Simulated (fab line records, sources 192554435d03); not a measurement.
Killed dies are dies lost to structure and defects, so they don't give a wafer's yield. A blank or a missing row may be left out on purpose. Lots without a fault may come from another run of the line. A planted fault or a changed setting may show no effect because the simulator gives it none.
fab line records | flow n5_finfet | part 1 of 2: steps 1 to 23 of 36
record lots=5 wafers=15 last_day=17
route steps=1938 shown BEOL_M3@1020 BEOL_M4@1021
lots that met no fault: from a run of the same line without faults
start_h: hours from the record's first day to the start of the lot's first wafer shown | wait_h: hours since the lot's step before | " the same as in the row above | L1.1+2: a row that stands for several wafers | - no value, or no start given | * or withheld: withheld | < > ~ a bound
route shown NAME@n: a module of which the file shows steps, and the number in the route of the first | usual: mean/standard deviation of fault-free wafers | same: alike in all rows | chamber/n: place in a boat | sites: the reading at each site | _std_site: their standard deviation | _edge_site: outer sites' mean less inner sites' | radius_mm: how far each site lies from the wafer's centre | mask NAME#n: copy n | behind: the tool/chamber that last shaped the wafer | hold: why the lot was held/for how many hours/how that ended | device: the transistor (n, p or np) that didn't switch | end of line: the same wafers' tests at the end of the route | a step without rows: its recipe alone | killed: dies lost to structure and defects at the first sort, not the wafer's yield | map: a wafer's dies, x killed, . not, _ none there
set.NAME: the setting as run; set.NAME@STEP: as run at that earlier step | model.NAME: the simulator's own value behind a step, which no gauge read
lots at some steps of the route; a table a step, a row a wafer
services: from which hour (start_h, from the record's first day; less than 0 if before it) a tool's chamber was out of use, for how many hours, and why
## steps
# step N5_BEOL_M3_INSPECT_59
# recipe inspect_instrument=darkfield mode=post_dep
# usual raw_defect_count=69/21
# columns lot.wafer tool chamber start_h wait_h raw_defect_count
L075.2 defect_inspect-01 - 158.46 0.0 81
L075.4 " - " " 84
L075.5 " - " " 91
L074.1 defect_inspect-02 - 162.94 0.0 36
L074.2 " - " " 57
L074.3 " - " " 62
L084.2 defect_inspect-01 - 216.45 0.0 70
L084.4 " - " " 79
L084.5 " - " " 50
L093.2 defect_inspect-01 - 286.63 0.0 58
L093.3 " - " " 49
L093.6 " - " " 83
L092.1 defect_inspect-01 - 288.21 0.0 73
L092.2 " - " " 33
L092.3 " - " " 48
# step N5_BEOL_M4_ILD_DEP_00
# recipe material=SiOC target_thk_a=790 temp_c=350 precursor=DEMS/O2 pressure_torr=5 rf_w=500 time_s=15.3
# usual heater_power_w=479/84 showerhead_plenum_p_Torr=5.695/0.018 throttle_valve_pct=11.9/0.72
# columns lot.wafer tool chamber start_h wait_h heater_power_w showerhead_plenum_p_Torr throttle_valve_pct
L075.2 pecvd-04 0 158.50 0.0 406 5.701 11.2
L075.4 " 0 " " 406 5.699 11.0
L075.5 " 0 " " 417 5.697 11.1
L074.1 pecvd-04 0 162.97 0.0 397 5.683 11.2
L074.2 " 1 " " 452 5.669 11.5
L074.3 " 0 " " 387 5.700 11.2
L084.2 pecvd-02 2 216.48 0.0 507 5.695 11.4
L084.4 " 2 " " 514 5.696 11.4
L084.5 " 0 " " 508 5.718 12.5
L093.2 pecvd-04 0 286.66 0.0 334 5.703 11.2
L093.3 " 2 " " 454 5.702 11.1
L093.6 " 0 " " 333 5.698 11.2
L092.1 pecvd-01 1 288.25 0.0 606 5.729 13.2
L092.2 " 0 " " 474 5.684 11.7
L092.3 " 2 " " 581 5.677 11.4
# step N5_BEOL_M4_THK_MEAS_01
# recipe reads=SiOC_of_BEOL_M4_ILD_DEP_00
# usual M4_ILD_THK=78.2/1.3
# columns lot.wafer tool chamber start_h wait_h M4_ILD_THK[nm]
L075.2 film_metro-01 - 158.59 0.1 77.5
L075.4 " - " " 78.2
L075.5 " - " " 77.9
L074.1 film_metro-01 - 163.06 0.1 78.2
L074.2 " - " " 78.2
L074.3 " - " " 78.5
L084.2 film_metro-02 - 216.55 0.1 78.2
L084.4 " - " " 80.0
L084.5 " - " " 78.1
L093.2 film_metro-01 - 286.73 0.1 78.4
L093.3 " - " " 78.7
L093.6 " - " " 80.2
L092.1 film_metro-01 - 288.31 0.0 76.3
L092.2 " - " " 77.4
L092.3 " - " " 76.9
# step N5_BEOL_M4_PECVD_72
# recipe material=SiO2 target_thk_a=160 temp_c=400 precursor=TEOS/O2 pressure_torr=5.5 rf_w=450 teos_flow_sccm=53.8 gas=O2 flow_sccm=3000 time_s=18
# usual heater_power_w=712/98 showerhead_plenum_p_Torr=8.79/0.07 throttle_valve_pct=22.5/1.4
# columns lot.wafer tool chamber start_h wait_h heater_power_w showerhead_plenum_p_Torr throttle_valve_pct
L075.2 pecvd-02 0 158.62 0.0 719 8.87 23.4
L075.4 " 0 " " 704 8.87 23.4
L075.5 " 1 " " 690 8.75 24.8
L074.1 pecvd-02 1 163.09 0.0 660 8.75 24.9
L074.2 " 0 " " 747 8.87 23.5
L074.3 " 2 " " 653 8.77 20.9
L084.2 pecvd-04 1 216.59 0.0 595 8.67 21.4
L084.4 " 1 " " 596 8.69 21.9
L084.5 " 1 " " 585 8.70 21.6
L093.2 pecvd-02 0 286.77 0.0 667 8.88 23.3
L093.3 " 1 " " 660 8.77 24.7
L093.6 " 2 " " 780 8.78 21.8
L092.1 pecvd-04 2 288.35 0.0 696 8.81 20.8
L092.2 " 1 " " 662 8.68 21.7
L092.3 " 0 " " 593 8.79 21.0
# step N5_BEOL_M4_HM_DEP_02
# recipe material=TiN target_thk_a=200 temp_c=25 chamber_pressure_pa=0.49996
# usual chamber_pressure_pa=0.4999/0.001 throttle_valve_pct=30.0/1.1
# columns lot.wafer tool chamber start_h wait_h chamber_pressure_pa throttle_valve_pct
L075.2 pvd_sputter-02 - 158.80 0.2 0.4989 31.0
L075.4 " - " " 0.5000 31.0
L075.5 " - " " 0.5001 31.3
L074.1 pvd_sputter-01 - 164.92 1.8 0.5019 28.9
L074.2 " - " " 0.5009 28.8
L074.3 " - " " 0.4986 30.9
L084.2 pvd_sputter-03 - 216.72 0.1 0.5008 28.8
L084.4 " - " " 0.5007 31.6
L084.5 " - " " 0.4992 31.4
L093.2 pvd_sputter-01 - 287.88 1.1 0.5012 30.9
L093.3 " - " " 0.5002 29.6
L093.6 " - " " 0.4996 28.8
L092.1 pvd_sputter-01 - 288.98 0.6 0.5001 28.8
L092.2 " - " " 0.4998 29.2
L092.3 " - " " 0.5002 29.0
# step N5_BEOL_M4_COAT_61
# recipe resist=SOC temp_c=250 time_s=60 spin_rpm=1500 resist_thk_nm=60
# columns lot.wafer tool chamber start_h wait_h
L075.2+4+5 litho_track-05 0 158.92 0.1
L074.1+2+3 litho_track-01 0 165.04 0.1
L084.2+4+5 litho_track-04 0 216.85 0.1
L093.2+3+6 litho_track-04 0 288.01 0.1
L092.1+2+3 litho_track-04 0 289.11 0.1
# step N5_BEOL_M4_COAT_62
# recipe resist=SiARC temp_c=220 time_s=60 spin_rpm=1500 resist_thk_nm=12
# columns lot.wafer tool chamber start_h wait_h
L075.2+4+5 litho_track-05 0 - -
L074.1+2+3 litho_track-01 0 - -
L084.2+4+5 litho_track-04 0 - -
L093.2+3+6 litho_track-04 0 - -
L092.1+2+3 litho_track-04 0 - -
# step N5_BEOL_M4_COAT_73
# recipe resist=underlayer temp_c=205 time_s=60 spin_rpm=1500 resist_thk_nm=5
# columns lot.wafer tool chamber start_h wait_h
L075.2+4+5 litho_track-05 0 - -
L074.1+2+3 litho_track-01 0 - -
L084.2+4+5 litho_track-04 0 - -
L093.2+3+6 litho_track-04 0 - -
L092.1+2+3 litho_track-04 0 - -
# step N5_BEOL_M4_COAT_05
# recipe resist=CAR-EUV spin_rpm=1500 resist_thk_nm=30
# columns lot.wafer tool chamber start_h wait_h
L075.2+4+5 litho_track-05 0 - -
L074.1+2+3 litho_track-01 0 - -
L084.2+4+5 litho_track-04 0 - -
L093.2+3+6 litho_track-04 0 - -
L092.1+2+3 litho_track-04 0 - -
# step N5_BEOL_M4_EBR_07
# recipe solvent=PGMEA ebr_width_mm=1.5
# columns lot.wafer tool chamber start_h wait_h
L075.2+4+5 litho_track-05 0 - -
L074.1+2+3 litho_track-01 0 - -
L084.2+4+5 litho_track-04 0 - -
L093.2+3+6 litho_track-04 0 - -
L092.1+2+3 litho_track-04 0 - -
# step N5_BEOL_M4_SOFTBAKE_06
# recipe temp_c=110 time_s=60 resist=CAR-EUV
# columns lot.wafer tool chamber start_h wait_h
L075.2+4+5 litho_track-05 0 - -
L074.1+2+3 litho_track-01 0 - -
L084.2+4+5 litho_track-04 0 - -
L093.2+3+6 litho_track-04 0 - -
L092.1+2+3 litho_track-04 0 - -
# step N5_BEOL_M4_EXPOSE_08
# recipe mask_id=M4 na=0.33 source_shape=dipole sigma_inner=0.369 sigma_outer=0.767 polarization=unpolarized dose_mj=41.25
# usual focus_offset_nm=0.0/0.49
# columns lot.wafer tool chamber start_h wait_h mask focus_offset_nm
L075.2 euv_scanner-01 0 159.07 - M4#0 -0.1
L075.4 " 0 " " M4#0 -1.0
L075.5 " 0 " " M4#0 0.1
L074.1 euv_scanner-02 0 165.31 - M4#0 -0.9
L074.2 " 0 " " M4#0 -0.2
L074.3 " 0 " " M4#0 -0.2
L084.2 euv_scanner-02 0 217.01 - M4#0 0.7
L084.4 " 0 " " M4#0 0.2
L084.5 " 0 " " M4#0 0.1
L093.2 euv_scanner-02 0 288.16 - M4#0 -0.5
L093.3 " 0 " " M4#0 0.0
L093.6 " 0 " " M4#0 -0.5
L092.1 euv_scanner-02 0 289.25 - M4#0 0.1
L092.2 " 0 " " M4#0 -0.4
L092.3 " 0 " " M4#0 -0.5
# step N5_BEOL_M4_PEB_09
# recipe peb_temp_c=100 peb_time_s=60 resist=CAR-EUV
# columns lot.wafer tool chamber start_h wait_h
L075.2+4+5 litho_track-05 0 159.13 0.1
L074.1+2+3 litho_track-05 0 165.37 0.1
L084.2+4+5 litho_track-05 0 217.06 0.1
L093.2+3+6 litho_track-05 0 288.22 0.1
L092.1+2+3 litho_track-05 0 289.31 0.1
# step N5_BEOL_M4_DEVELOP_10
# recipe develop_time_s=30 developer=TMAH resist=CAR-EUV rinse_liquid=surfactant_rinse dry=air_spin dev_temp_c=23
# columns lot.wafer tool chamber start_h wait_h
L075.2+4+5 litho_track-05 0 - -
L074.1+2+3 litho_track-05 0 - -
L084.2+4+5 litho_track-05 0 - -
L093.2+3+6 litho_track-05 0 - -
L092.1+2+3 litho_track-05 0 - -
# step N5_BEOL_M4_CD_MEAS_11
# recipe target_cd_nm=16.79 landing_energy_ev=500 detector=se_inlens polarity=opening
# usual cd_nm=16.85/0.25
# columns lot.wafer tool chamber start_h wait_h cd_nm
L075.2 cd_sem-01 0 159.19 - 17.00
L075.4 " 0 " " 16.69
L075.5 " 0 " " 16.47
L074.1 cd_sem-02 0 165.44 - 16.92
L074.2 " 0 " " 16.56
L074.3 " 0 " " 16.52
L084.2 cd_sem-01 0 217.13 - 16.86
L084.4 " 0 " " 16.43
L084.5 " 0 " " 16.87
L093.2 cd_sem-03 0 288.28 - 16.91
L093.3 " 0 " " 16.67
L093.6 " 0 " " 16.46
L092.1 cd_sem-01 0 289.38 - 17.24
L092.2 " 0 " " 16.51
L092.3 " 0 " " 17.06
# step N5_BEOL_M4_OVL_MEAS_12
# recipe points_per_wafer=522
# usual M4_OVL=-0.2/0.56
# columns lot.wafer tool chamber start_h wait_h M4_OVL[nm]
L075.2 overlay-01 0 159.23 0.0 -1.5
L075.4 " 0 " " -0.9
L075.5 " 0 " " 0.3
L074.1 overlay-02 0 165.47 0.0 -0.1
L074.2 " 0 " " -1.0
L074.3 " 0 " " 0.1
L084.2 overlay-01 0 217.17 0.0 0.4
L084.4 " 0 " " -0.2
L084.5 " 0 " " -0.2
L093.2 overlay-01 0 288.32 0.0 -0.4
L093.3 " 0 " " 0.1
L093.6 " 0 " " -0.4
L092.1 overlay-02 0 289.41 0.0 -0.3
L092.2 " 0 " " -1.0
L092.3 " 0 " " -1.1
# step N5_BEOL_M4_INSPECT_13
# recipe mode=adi inspect_instrument=brightfield
# usual raw_defect_count=404/110
# columns lot.wafer tool chamber start_h wait_h raw_defect_count
L075.2 defect_inspect-01 - 159.28 0.0 563
L075.4 " - " " 440
L075.5 " - " " 460
L074.1 defect_inspect-01 - 165.53 0.1 476
L074.2 " - " " 368
L074.3 " - " " 431
L084.2 defect_inspect-01 - 217.22 0.0 476
L084.4 " - " " 436
L084.5 " - " " 388
L093.2 defect_inspect-01 - 288.37 0.0 331
L093.3 " - " " 205
L093.6 " - " " 408
L092.1 defect_inspect-01 - 289.47 0.1 454
L092.2 " - " " 272
L092.3 " - " " 324
# step N5_BEOL_M4_DESCUM_16
# recipe chemistry=O2 time_s=7 source_power_w=50 bias_power_w=20 pressure_mtorr=20 rf_frequency_hz=2.712e+07 temp_c=40 resist=CAR-EUV o2_flow_sccm=225
# usual drypump_motor_current_A=5.7/0.44 oes_product_au=0.79/0.098 rf_vpp_V=244.0/1.1 showerhead_plenum_p_Torr=2.15/0.038 throttle_valve_pct=20.34/0.15
# columns lot.wafer tool chamber start_h wait_h drypump_motor_current_A oes_product_au rf_hours_counter_h rf_vpp_V showerhead_plenum_p_Torr throttle_valve_pct
L075.2 rie_diel-01 0 159.84 0.6 6.4 0.75 175 242.2 2.18 20.33
L075.4 " 0 " " 6.4 0.75 - 244.8 2.18 20.34
L075.5 " 3 " " 6.3 0.73 - 244.0 2.14 20.26
L074.1 rie_diel-03 0 165.77 0.2 5.8 0.91 28 245.9 2.22 20.27
L074.2 " 3 " " 5.2 0.69 196 243.2 2.16 20.44
L074.3 " 1 " " 5.3 0.88 35 244.0 2.15 20.48
L084.2 rie_diel-05 0 217.30 0.1 6.4 0.71 214 244.7 2.15 20.16
L084.4 " 0 " " 6.4 0.70 - 245.4 2.15 20.17
L084.5 " 2 " " 5.9 0.96 - 244.7 2.13 20.17
L093.2 rie_diel-03 0 289.01 0.6 5.8 0.83 72 246.0 2.21 20.32
L093.3 " 3 " " 5.3 0.67 240 245.7 2.14 20.49
L093.6 " 0 " " 5.9 0.84 - 244.2 2.21 20.33
L092.1 rie_diel-01 0 289.83 0.4 6.4 0.71 230 243.2 2.16 20.42
L092.2 " 1 " " 5.7 0.73 158 243.2 2.18 20.44
L092.3 " 2 " " 5.2 0.88 40 242.4 2.14 20.64
# step N5_BEOL_M4_ETCH_74
# recipe chemistry=N2/H2 target=underlayer target_depth_a=65 mask_material=CAR-EUV time_s=5.2 ion_energy_ev=200 pressure_mtorr=30 source_w=840 bias_w=150 n2_flow_sccm=200 h2_flow_sccm=200 ends=cleared
# usual drypump_motor_current_A=5.7/0.44 etch_rf_on_time_s=5.24/0.12 h2_flow_sccm=200.0/0.56 oes_product_au=0.67/0.083 rf_vpp_V=526.0/1.7 showerhead_plenum_p_Torr=2.61/0.05 throttle_valve_pct=17.79/0.14
# columns lot.wafer tool chamber start_h wait_h drypump_motor_current_A etch_rf_on_time_s h2_flow_sccm oes_product_au rf_hours_counter_h rf_vpp_V showerhead_plenum_p_Torr throttle_valve_pct
L075.2 rie_diel-01 0 159.87 0.0 6.4 5.14 199.2 0.64 175 526.8 2.63 17.71
L075.4 " 0 " " 6.4 5.18 199.6 0.64 - 527.3 2.63 17.70
L075.5 " 3 " " 6.3 5.20 199.8 0.62 - 526.1 2.61 17.72
L074.1 rie_diel-03 0 165.80 0.0 5.9 5.25 200.6 0.75 28 529.0 2.70 17.65
L074.2 " 3 " " 5.2 5.47 200.3 0.58 196 526.2 2.64 17.99
L074.3 " 1 " " 5.4 5.26 200.1 0.74 35 525.8 2.58 17.66
L084.2 rie_diel-05 0 217.34 0.0 6.5 5.28 199.2 0.60 214 528.3 2.62 17.68
L084.4 " 0 " " 6.5 5.27 199.1 0.60 - 525.3 2.62 17.72
L084.5 " 2 " " 5.9 5.21 199.4 0.84 - 524.5 2.61 17.71
L093.2 rie_diel-03 0 289.04 0.0 5.9 5.29 200.9 0.70 72 527.6 2.68 17.74
L093.3 " 3 " " 5.3 5.41 200.2 0.56 240 525.2 2.62 18.06
L093.6 " 0 " " 5.8 5.33 199.3 0.70 - 527.8 2.68 17.74
L092.1 rie_diel-01 0 289.86 0.0 6.4 5.23 200.0 0.59 230 527.0 2.60 17.78
L092.2 " 1 " " 5.7 5.14 199.4 0.63 158 526.3 2.67 17.96
L092.3 " 2 " " 5.2 5.32 200.1 0.74 40 525.0 2.58 17.86
# step N5_BEOL_M4_ETCH_63
# recipe chemistry=CF4 target=SiARC target_depth_a=156 mask_material=CAR-EUV time_s=26 ion_energy_ev=80 pressure_mtorr=40 source_w=545 bias_w=36 Ar_flow_sccm=100 cf4_flow_sccm=100 ends=cleared
# usual drypump_motor_current_A=5.7/0.44 etch_rf_on_time_s=26.2/0.55 oes_product_au=0.68/0.083 rf_vpp_V=184.8/0.91 showerhead_plenum_p_Torr=2.20/0.038 throttle_valve_pct=15.53/0.13
# columns lot.wafer tool chamber start_h wait_h drypump_motor_current_A etch_rf_on_time_s oes_product_au rf_hours_counter_h rf_vpp_V showerhead_plenum_p_Torr throttle_valve_pct
L075.2 rie_diel-01 0 159.89 0.0 6.4 26.0 0.64 175 185.8 2.22 15.54
L075.4 " 0 " " 6.3 25.9 0.63 - 184.5 2.22 15.53
L075.5 " 3 " " 6.3 25.9 0.63 - 185.1 2.22 15.72
L074.1 rie_diel-03 0 165.82 0.0 5.9 26.3 0.76 28 186.2 2.27 15.45
L074.2 " 3 " " 5.3 26.9 0.59 196 184.0 2.20 15.56
L074.3 " 1 " " 5.4 26.2 0.74 35 183.9 2.19 15.52
L084.2 rie_diel-05 0 217.36 0.0 6.5 26.5 0.60 214 186.2 2.20 15.43
L084.4 " 0 " " 6.4 26.1 0.60 - 182.7 2.20 15.43
L084.5 " 2 " " 5.9 25.4 0.84 - 185.7 2.19 15.42
L093.2 rie_diel-03 0 289.06 0.0 5.8 26.6 0.71 72 184.7 2.26 15.54
L093.3 " 3 " " 5.3 26.9 0.56 240 187.0 2.19 15.68
L093.6 " 0 " " 5.8 26.6 0.70 - 185.8 2.26 15.54
L092.1 rie_diel-01 0 289.88 0.0 6.3 25.8 0.60 230 184.9 2.20 15.65
L092.2 " 1 " " 5.7 25.8 0.63 158 185.0 2.21 15.57
L092.3 " 2 " " 5.2 26.5 0.74 40 183.8 2.17 15.64
# step N5_BEOL_M4_ETCH_64
# recipe chemistry=N2/H2 target=SOC target_depth_a=750 overetch_a=225 mask_material=SiARC temp_c=40 time_s=121.9 ion_energy_ev=200 pressure_mtorr=30 source_w=840 bias_w=150 n2_flow_sccm=200 h2_flow_sccm=200
# usual drypump_motor_current_A=5.7/0.44 h2_flow_sccm=200.0/0.56 oes_product_au=0.60/0.071 rf_vpp_V=525.8/1.4 showerhead_plenum_p_Torr=2.61/0.05 throttle_valve_pct=17.75/0.14
# columns lot.wafer tool chamber start_h wait_h drypump_motor_current_A h2_flow_sccm oes_product_au rf_hours_counter_h rf_vpp_V showerhead_plenum_p_Torr throttle_valve_pct
L075.2 rie_diel-01 0 159.92 0.0 6.4 199.6 0.57 175 527.0 2.63 17.66
L075.4 " 0 " " 6.4 199.3 0.56 - 525.8 2.63 17.67
L075.5 " 3 " " 6.3 201.5 0.55 - 526.7 2.61 17.68
L074.1 rie_diel-03 0 165.85 0.0 5.8 200.3 0.68 28 528.2 2.70 17.61
L074.2 " 3 " " 5.3 200.1 0.54 196 527.5 2.64 17.96
L074.3 " 1 " " 5.3 200.0 0.66 35 524.8 2.58 17.64
L084.2 rie_diel-05 0 217.38 0.0 6.5 199.9 0.54 214 526.1 2.62 17.68
L084.4 " 0 " " 6.5 201.3 0.54 - 525.8 2.62 17.66
L084.5 " 2 " " 5.9 199.1 0.74 - 526.1 2.61 17.68
L093.2 rie_diel-03 0 289.09 0.0 5.9 200.2 0.63 72 528.4 2.68 17.69
L093.3 " 3 " " 5.3 199.7 0.51 240 525.5 2.62 18.02
L093.6 " 0 " " 5.8 200.3 0.63 - 527.1 2.68 17.71
L092.1 rie_diel-01 0 289.91 0.0 6.4 199.5 0.54 230 525.9 2.60 17.74
L092.2 " 1 " " 5.7 200.4 0.56 158 527.2 2.67 17.94
L092.3 " 2 " " 5.2 201.0 0.67 40 524.9 2.57 17.82
# step N5_BEOL_M4_STRIP_65
# recipe chemistry=N2/H2 temp_c=40 n2_flow_sccm=200 h2_flow_sccm=200 rf_frequency_hz=6e+07
# columns lot.wafer tool chamber start_h wait_h
L075.2+4+5 rie_diel-01 0,0,3 160.03 0.1
L074.1+2+3 rie_diel-03 0,3,1 165.96 0.1
L084.2+4+5 rie_diel-05 0,0,2 217.50 0.1
L093.2+3+6 rie_diel-03 0,3,0 289.20 0.1
L092.1+2+3 rie_diel-01 0,1,2 290.02 0.1
# step N5_BEOL_M4_STRIP_75
# recipe chemistry=N2/H2 temp_c=40 n2_flow_sccm=200 h2_flow_sccm=200 rf_frequency_hz=6e+07
# columns lot.wafer tool chamber start_h wait_h
L075.2+4+5 rie_diel-01 0,0,3 160.04 0.0
L074.1+2+3 rie_diel-03 0,3,1 165.97 0.0
L084.2+4+5 rie_diel-05 0,0,2 217.51 0.0
L093.2+3+6 rie_diel-03 0,3,0 289.21 0.0
L092.1+2+3 rie_diel-01 0,1,2 290.03 0.0
